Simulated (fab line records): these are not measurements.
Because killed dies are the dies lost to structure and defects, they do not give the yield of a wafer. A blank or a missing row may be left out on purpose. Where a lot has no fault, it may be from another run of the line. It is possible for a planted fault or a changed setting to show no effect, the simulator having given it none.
Matching of chambers :: flow n5 finfet :: 4 sister chambers for N5_BEOL_M5_ETCH_68 on rie diel-04
The step etches SOC in N2/H2, target depth 80 nm, overetch 16 nm, time 120 s. 8 wafers are shown with their chamber, then 8 later ones without.

== WAFERS WITH THEIR CHAMBER ==
wafer: L077.6
chamber: 0
throttle valve pct (%): 17.38
oes product au (a.u.): 0.67

wafer: L081.5
chamber: 0
throttle valve pct (%): 17.39
oes product au (a.u.): 0.66

wafer: L084.4
chamber: 1
throttle valve pct (%): 17.94
oes product au (a.u.): 0.55

wafer: L084.5
chamber: 2
throttle valve pct (%): 17.80
oes product au (a.u.): 0.70

wafer: L086.3
chamber: 3
throttle valve pct (%): 17.68
oes product au (a.u.): 0.63

wafer: L086.4
chamber: 1
throttle valve pct (%): 17.94
oes product au (a.u.): 0.55

wafer: L086.5
chamber: 2
throttle valve pct (%): 17.81
oes product au (a.u.): 0.69

wafer: L088.2
chamber: 3
throttle valve pct (%): 17.70
oes product au (a.u.): 0.62

== WAFERS WHOSE CHAMBER IS MISSING ==
wafer: L088.3
throttle valve pct (%): 17.41
oes product au (a.u.): 0.64

wafer: L088.6
throttle valve pct (%): 17.94
oes product au (a.u.): 0.54

wafer: L092.3
throttle valve pct (%): 17.83
oes product au (a.u.): 0.67

wafer: L092.5
throttle valve pct (%): 17.97
oes product au (a.u.): 0.54

wafer: L092.6
throttle valve pct (%): 17.42
oes product au (a.u.): 0.64

wafer: L095.2
throttle valve pct (%): 17.83
oes product au (a.u.): 0.67

wafer: L095.4
throttle valve pct (%): 17.45
oes product au (a.u.): 0.63

wafer: L095.6
throttle valve pct (%): 17.42
oes product au (a.u.): 0.63

== WHICH CHAMBER EACH WENT THROUGH ==
wafer: L088.3
from the rows above: 0
in truth: 0

wafer: L088.6
from the rows above: 1
in truth: 1

wafer: L092.3
from the rows above: 2
in truth: 2

wafer: L092.5
from the rows above: 1
in truth: 1

wafer: L092.6
from the rows above: 0
in truth: 0

wafer: L095.2
from the rows above: 2
in truth: 2

wafer: L095.4
from the rows above: 0
in truth: 0

wafer: L095.6
from the rows above: 0
in truth: 0
8 of 8 placed correctly. From these rows, 0 cannot be placed. Placed wrongly: 0.
How it was worked out, from the rows above alone: a wafer's distance from a chamber is the root of the sum, over the readings, of the square of ((its reading less the chamber's mean) divided by the reading's scatter). If the next closest chamber is less than 2 further off than the closest, the wafer can't be placed; otherwise it belongs to the closest. A chamber's mean is the mean of its shown wafers. The scatter is the square root of a quotient: the sum, over the shown wafers, of each reading's squared deviation from its chamber's mean, divided by wafers minus chambers.
